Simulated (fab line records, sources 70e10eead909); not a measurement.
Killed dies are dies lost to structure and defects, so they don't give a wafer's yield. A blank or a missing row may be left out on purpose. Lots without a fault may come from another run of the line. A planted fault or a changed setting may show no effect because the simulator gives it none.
A struck lot beside a sound one | flow nand_harc | 14 steps out of a route of 1302
Sound: wafers L328.1, L328.4, L328.6. Struck: wafers L333.3, L333.5, L333.6. The cause comes at the end.
At each step with rows: each side's tool, then ch and its chambers, then its first start. Under that, the readings that differ: sound wafers | struck wafers | difference of the means | sigmas: that difference in standard deviations of wafers without a fault.
alike: readings whose means differ by less than 2 such deviations, and words and numbers that are the same on both sides. not compared: withheld readings, readings that some wafer has no value for, bounds like >300 that may hide the same value, and numbers for which the record gives no deviation and whose values overlap.
The two part at a step that has a row with sigmas, a row that says differs or no value, or rows on one side only. Numbers that don't overlap but have no deviation are shown without sigmas and don't part them. A reading that every wafer of one side lacks parts them only if that side has two wafers or more.

first, 1 step without rows for these wafers: NHARC_P_M0_DEVELOP_08 (develop time 35 s).
NHARC_P_M0_CD_MEAS_09: target cd 90 nm.
  sound on cd_sem-03 ch 0, day 6 14:03; struck on cd_sem-02 ch 0, day 8 14:25
  alike: cd_nm
NHARC_P_M0_OVL_MEAS_10: pitch 180 nm.
  sound on overlay-02, day 6 14:08; struck on overlay-02, day 8 14:31
  alike: overlay_x_nm, overlay_y_nm
NHARC_P_M0_INSPECT_11:
  sound on defect_inspect-02, day 6 14:10; struck on defect_inspect-02, day 8 14:32
  alike: raw_defect_count
NHARC_P_M0_DESCUM_14: chemistry O2, time 3 s.
  sound on rie_diel-08 ch 0,1, day 6 14:14; struck on rie_diel-08 ch 2,3, day 8 14:36
  reading                     | sound          | struck         | difference | sigmas
  drypump_motor_current_A (A) | 6.10 5.65 6.08 | 5.30 5.29 5.58 | -0.55      | -2
  rf_vpp_V (V)                | 57.7 58.0 56.0 | 61.1 58.5 58.0 | +2.0       | +2
  alike: oes_product_au, showerhead_plenum_p_Torr, throttle_valve_pct
  not compared: rf_hours_counter_h
then, 1 step without rows for these wafers: NHARC_P_M0_ETCH_34 (etches the open film in N2/H2, target depth 40 nm, overetch 12 nm, time 43.94 s).
NHARC_P_M0_ETCH_15: etches the open film in C4F8/Ar, target depth 150 nm, overetch 15 nm, time 82.5 s.
  sound on rie_diel-08 ch 0,1,3; struck on rie_diel-08 ch 0,2,3
  alike: oes_product_au, rf_vpp_V
  not compared: rf_hours_counter_h
NHARC_P_M0_CD_MEAS_16:
  sound on cd_sem-01, day 6 14:32; struck on cd_sem-03, day 8 14:55
  alike: cd_nm
NHARC_P_M0_STRIP_18: strips in N2/H2.
  sound on rie_diel-08 ch 0,1,2, day 6 14:38; struck on rie_diel-08 ch 0,1,3, day 8 15:04
  alike: drypump_motor_current_A, oes_product_au, rf_vpp_V, showerhead_plenum_p_Torr, throttle_valve_pct
  not compared: rf_hours_counter_h
then, 2 steps without rows for these wafers: NHARC_P_M0_STRIP_19 (strips in post etch residue remover, time 600 s); NHARC_P_M0_DEGAS_28 (time 60 s).
NHARC_P_M0_PRE_CLEAN_29: time 30 s.
  sound on pvd_sputter-03; struck on pvd_sputter-01
  alike: heater_power_w
NHARC_P_M0_PVD_20: deposits TaN, target thk 5 nm, time 8.06 s.
  sound on pvd_sputter-03, day 6 15:17; struck on pvd_sputter-01, day 8 15:38
  no value came back on the struck wafers for bias_v (V), cathode_dc_power_W (W), throttle_valve_pct (%); on the sound wafers bias_v (V) reads 167.9 170.2 166.1
NHARC_P_M0_PVD_21: deposits Cu, target thk 30 nm, time 20.49 s.
  sound on pvd_sputter-03; struck on pvd_sputter-01
  alike: cathode_dc_power_W, chamber_pressure_pa, throttle_valve_pct

WHERE THEY PART
First at NHARC_P_M0_DESCUM_14; last, within this record, at NHARC_P_M0_PVD_20. Later steps at which nothing parts them and some readings are alike: NHARC_P_M0_PVD_21.

WHY: what the simulator had put in
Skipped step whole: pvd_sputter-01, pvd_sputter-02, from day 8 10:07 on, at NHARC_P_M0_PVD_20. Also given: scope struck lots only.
